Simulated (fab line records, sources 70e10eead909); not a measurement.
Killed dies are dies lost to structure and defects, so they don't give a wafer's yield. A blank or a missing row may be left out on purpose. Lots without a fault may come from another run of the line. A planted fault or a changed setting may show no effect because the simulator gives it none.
Which tool did it? | flow nand_harc | 12 lots, 36 wafers sampled, at 5 steps of a route of 1302

WHAT THE GAUGES READ, wafer by wafer
NHARC_END_SORT_01. Usual: killed_at_array 59, standard deviation 19; killed_at_other 0.6, standard deviation 0.85; killed_at_periphery 3.8, standard deviation 2.5; killed_dies 64, standard deviation 19; killed_open 3.3, standard deviation 1.8; killed_short 2.2, standard deviation 1.6.
lot  | measured     | on        | killed_at_array | killed_at_other | killed_at_periphery | killed_dies | killed_open | killed_short | flag
L117 | day 25 20:01 | prober-02 | 64 74 62        | 0 2 0           | 2 2 7               | 66 78 69    | 3 1 1       | 2 5 3        |
L119 | day 26 17:01 | prober-01 | 72 74 67        | 0 0 0           | 7 2 9               | 79 76 76    | 3 2 8       | 3 2 2        |
L120 | day 26 05:54 | prober-02 | 59 64 48        | 0 0 0           | 3 2 2               | 62 66 50    | 6 6 5       | 4 1 1        |
L129 | day 30 05:54 | prober-01 | 68 75 69        | 0 0 2           | 2 2 5               | 70 77 76    | 3 1 3       | 0 2 5        |
L128 | day 30 11:58 | prober-02 | 41 39 32        | 0 0 0           | 2 3 2               | 43 42 34    | 3 2 1       | 2 1 2        |
L131 | day 31 08:21 | prober-01 | 77 72 71        | 3 1 1           | 2 0 4               | 82 73 76    | 2 2 1       | 2 0 0        |

WHICH TOOL RAN EACH LOT (tool, then ch and the chambers of the sampled wafers, then the start)
lot  | NHARC_A_STAIRCASE_TRIM_187         | NHARC_A_STAIRCASE_ETCH_188                    | NHARC_A_STAIRCASE_TRIM_191                    | NHARC_A_STAIRCASE_ETCH_192
L114 | rie_diel-03 ch 0,1,3, day 15 19:08 | rie_diel-03 ch 0,1,2, day 15 19:46 or earlier | rie_diel-03 ch 0,1,2, day 15 19:46 or earlier | rie_diel-03 ch 2,3, day 15 19:46
L117 | rie_diel-03 ch 1,2, day 17 10:38   | rie_diel-03 ch 0,1,2, day 17 12:15 or earlier | rie_diel-03 ch 0,1,3, day 17 12:15 or earlier | rie_diel-03 ch 0,2, day 17 12:15
L119 | rie_diel-03 ch 0,1,2, day 18 03:17 | rie_diel-03 ch 0,1,2, day 18 04:56 or earlier | rie_diel-03 ch 0,1,3, day 18 04:56 or earlier | rie_diel-03 ch 1,2,3, day 18 04:56
L120 | rie_diel-03 ch 0,2,3, day 18 07:35 | rie_diel-03 ch 0,1,2, day 18 08:12 or earlier | rie_diel-03 ch 0,1,3, day 18 08:12 or earlier | rie_diel-03 ch 1,2,3, day 18 08:12
L129 | rie_diel-02 ch 0,1, day 21 14:13   | rie_diel-02 ch 0,1,2, day 21 15:25 or earlier | rie_diel-02 ch 1,2, day 21 15:25 or earlier   | rie_diel-02 ch 1,2, day 21 15:25
L128 | rie_diel-08 ch 1,2,3, day 21 14:40 | rie_diel-08 ch 0,2, day 21 15:16 or earlier   | rie_diel-08 ch 0,3, day 21 15:16 or earlier   | rie_diel-08 ch 0,1, day 21 15:16
L131 | rie_diel-03 ch 0,2,3, day 22 13:32 | rie_diel-03 ch 0,2,3, day 22 14:08 or earlier | rie_diel-03 ch 0,2,3, day 22 14:08 or earlier | rie_diel-03 ch 0,1,3, day 22 14:08
L132 | rie_diel-02 ch 0,1,2, day 23 09:18 | rie_diel-02 ch 1,2,3, day 23 09:56 or earlier | rie_diel-02 ch 0,1,2, day 23 09:56 or earlier | rie_diel-02 ch 1,2, day 23 09:56
L133 | rie_diel-03 ch 0,1, day 23 22:47   | rie_diel-03 ch 1,3, day 23 23:24 or earlier   | rie_diel-03 ch 0,1,3, day 23 23:24 or earlier | rie_diel-03 ch 1,2,3, day 23 23:24
L135 | rie_diel-08 ch 0,1,3, day 24 10:56 | rie_diel-08 ch 0,1,3, day 24 11:32 or earlier | rie_diel-08 ch 0,3, day 24 11:32 or earlier   | rie_diel-08 ch 0,1,2, day 24 11:32
L134 | rie_diel-03 ch 0,1,3, day 24 11:22 | rie_diel-03 ch 1,2, day 24 11:58 or earlier   | rie_diel-03 ch 0,1,3, day 24 11:58 or earlier | rie_diel-03 ch 2,3, day 24 11:58
L136 | rie_diel-03 ch 0,2,3, day 25 01:09 | rie_diel-03 ch 0,1,2, day 25 01:50 or earlier | rie_diel-03 ch 0,1,3, day 25 01:50 or earlier | rie_diel-03 ch 0,1,2, day 25 01:50
- NHARC_A_STAIRCASE_TRIM_187: chemistry O2, time 211.2 s.
- NHARC_A_STAIRCASE_ETCH_188: etches the open film in C4F8/O2, target depth 100 nm, time 40.5 s.
- NHARC_A_STAIRCASE_TRIM_191: chemistry O2, time 211.2 s.
- NHARC_A_STAIRCASE_ETCH_192: etches the open film in C4F8/O2, target depth 100 nm, time 40.5 s.

WHAT THE TOOLS THEMSELVES READ (means of the sampled wafers that have a number; where no wafer has one, the mark that the record gives instead)
NHARC_A_STAIRCASE_TRIM_187. Usual: drypump_motor_current_A 6.0 A, standard deviation 0.34; oes_product_au 0.999 a.u., standard deviation 0.0074; rf_vpp_V 57.8 V, standard deviation 0.85; showerhead_plenum_p_Torr 3.54 Torr, standard deviation 0.14; throttle_valve_pct 17.036 %, standard deviation 0.0093.
lot  | tool        | drypump_motor_current_A (A) | oes_product_au (a.u.) | rf_vpp_V (V) | showerhead_plenum_p_Torr (Torr) | throttle_valve_pct (%) | flag
L114 | rie_diel-03 | 5.8                         | 0.993                 | 58.9         | 3.62                            | 17.034                 |
L117 | rie_diel-03 | 5.9                         | 0.992                 | 58.0         | 3.57                            | 17.040                 |
L119 | rie_diel-03 | 5.9                         | 1.004                 | 57.2         | 3.50                            | 17.030                 |
L120 | rie_diel-03 | 6.1                         | 0.989                 | 57.5         | 3.53                            | 17.045                 |
L129 | rie_diel-02 | 5.8                         | 0.999                 | 57.6         | 3.53                            | 17.034                 |
L128 | rie_diel-08 | 6.0                         | 1.009                 | 57.6         | 3.57                            | 17.025                 |
L131 | rie_diel-03 | 6.1                         | 0.998                 | 57.1         | 3.51                            | 17.030                 |
L132 | rie_diel-02 | 6.0                         | 0.998                 | 57.8         | 3.59                            | 17.043                 |
L133 | rie_diel-03 | 5.6                         | 1.003                 | 57.8         | 3.55                            | 17.035                 |
L135 | rie_diel-08 | 6.0                         | 1.003                 | 58.2         | 3.52                            | 17.034                 |
L134 | rie_diel-03 | 5.8                         | 0.995                 | 57.9         | 3.58                            | 17.032                 |
L136 | rie_diel-03 | 6.1                         | 0.999                 | 57.3         | 3.50                            | 17.039                 |

NHARC_A_STAIRCASE_ETCH_188. Usual: oes_product_au 0.940 a.u., standard deviation 0.012; rf_fwd_power_W 592.7 W, standard deviation 2.4; rf_vpp_V 896 V, standard deviation 5.1.
lot  | tool        | oes_product_au (a.u.) | rf_fwd_power_W (W) | rf_vpp_V (V) | flag
L114 | rie_diel-03 | 0.949                 | 592.7              | 896          |
L117 | rie_diel-03 | 0.924                 | 589.6              | 895          |
L119 | rie_diel-03 | 0.922                 | 592.5              | 895          |
L120 | rie_diel-03 | 0.948                 | 590.8              | 895          |
L129 | rie_diel-02 | 0.935                 | 592.7              | 898          |
L128 | rie_diel-08 | 0.957                 | 594.8              | 895          |
L131 | rie_diel-03 | 0.931                 | 590.4              | 895          |
L132 | rie_diel-02 | 0.945                 | 592.6              | 897          |
L133 | rie_diel-03 | 0.956                 | 593.3              | 902          |
L135 | rie_diel-08 | 0.935                 | 593.2              | 895          |
L134 | rie_diel-03 | 0.957                 | 593.4              | 896          |
L136 | rie_diel-03 | 0.939                 | 592.0              | 893          |

NHARC_A_STAIRCASE_TRIM_191. Usual: drypump_motor_current_A 6.0 A, standard deviation 0.34; oes_product_au 0.999 a.u., standard deviation 0.0079; rf_vpp_V 57.8 V, standard deviation 0.89; showerhead_plenum_p_Torr 3.54 Torr, standard deviation 0.14; throttle_valve_pct 17.036 %, standard deviation 0.0092.
lot  | tool        | drypump_motor_current_A (A) | oes_product_au (a.u.) | rf_vpp_V (V) | showerhead_plenum_p_Torr (Torr) | throttle_valve_pct (%) | flag
L114 | rie_diel-03 | 5.9                         | 0.993                 | 56.8         | 3.50                            | 17.036                 |
L117 | rie_diel-03 | 5.8                         | 0.994                 | 57.8         | 3.62                            | 17.046                 |
L119 | rie_diel-03 | 5.8                         | 0.993                 | 57.9         | 3.61                            | 17.040                 |
L120 | rie_diel-03 | 5.8                         | 0.994                 | 59.1         | 3.61                            | 17.036                 |
L129 | rie_diel-02 | 5.9                         | 1.007                 | 58.6         | 3.69                            | 17.044                 |
L128 | rie_diel-08 | 6.1                         | 1.000                 | 57.1         | 3.63                            | 17.032                 |
L131 | rie_diel-03 | 6.1                         | 1.011                 | 57.8         | 3.51                            | 17.033                 |
L132 | rie_diel-02 | 6.0                         | 0.997                 | 58.1         | 3.59                            | 17.034                 |
L133 | rie_diel-03 | 5.8                         | 0.994                 | 57.9         | 3.59                            | 17.036                 |
L135 | rie_diel-08 | 6.2                         | 0.999                 | 58.4         | 3.62                            | 17.033                 |
L134 | rie_diel-03 | 5.8                         | 1.001                 | 57.3         | 3.58                            | 17.022                 |
L136 | rie_diel-03 | 5.8                         | 0.996                 | 57.7         | 3.58                            | 17.031                 |

NHARC_A_STAIRCASE_ETCH_192. Usual: oes_product_au 0.942 a.u., standard deviation 0.0092; rf_fwd_power_W 592.6 W, standard deviation 2.5; rf_vpp_V 896 V, standard deviation 5.2.
lot  | tool        | oes_product_au (a.u.) | rf_fwd_power_W (W) | rf_vpp_V (V) | flag
L114 | rie_diel-03 | 0.949                 | 589.8              | 894          |
L117 | rie_diel-03 | 0.936                 | 589.0              | 892          |
L119 | rie_diel-03 | 0.854                 | 497.2              | 899          | OFF
L120 | rie_diel-03 | 0.851                 | 496.0              | 898          | OFF
L129 | rie_diel-02 | 0.939                 | 594.1              | 901          |
L128 | rie_diel-08 | 0.945                 | 593.0              | 892          |
L131 | rie_diel-03 | 0.942                 | 592.4              | 898          |
L132 | rie_diel-02 | 0.944                 | 593.3              | 900          |
L133 | rie_diel-03 | 0.945                 | 592.2              | 896          |
L135 | rie_diel-08 | 0.954                 | 594.1              | 894          |
L134 | rie_diel-03 | 0.945                 | 591.8              | 898          |
L136 | rie_diel-03 | 0.936                 | 590.7              | 894          |

THE ANSWER, worked out from the rows above alone
Rule: a lot is off if the mean of its wafers that have a number lies more than 3 standard deviations from the usual mean. A lot without any number at a reading at which 4 lots or more have one is off too. The other lots that the step has rows for count as sound. The gauges are gone through in route order, then the tools' own readings, and for those a lot's mean is taken as printed above. The first step at which some lot is off is used, and at that step the reading that is off furthest; a lot without a number counts as furthest.
Off: L119, L120, at NHARC_A_STAIRCASE_ETCH_192 (rf_fwd_power_W).
A tool fits if, at that step or a process step before it, it ran every lot that is off, and no sound lot after the first of them. NHARC_A_STAIRCASE_ETCH_188 gives no start for some lots, so the hours and the order of its lots are those of NHARC_A_STAIRCASE_ETCH_192. NHARC_A_STAIRCASE_TRIM_191 gives no start for some lots, so the hours and the order of its lots are those of NHARC_A_STAIRCASE_ETCH_192. None of those tried fits.

WHAT THE SIMULATOR HAD PUT IN
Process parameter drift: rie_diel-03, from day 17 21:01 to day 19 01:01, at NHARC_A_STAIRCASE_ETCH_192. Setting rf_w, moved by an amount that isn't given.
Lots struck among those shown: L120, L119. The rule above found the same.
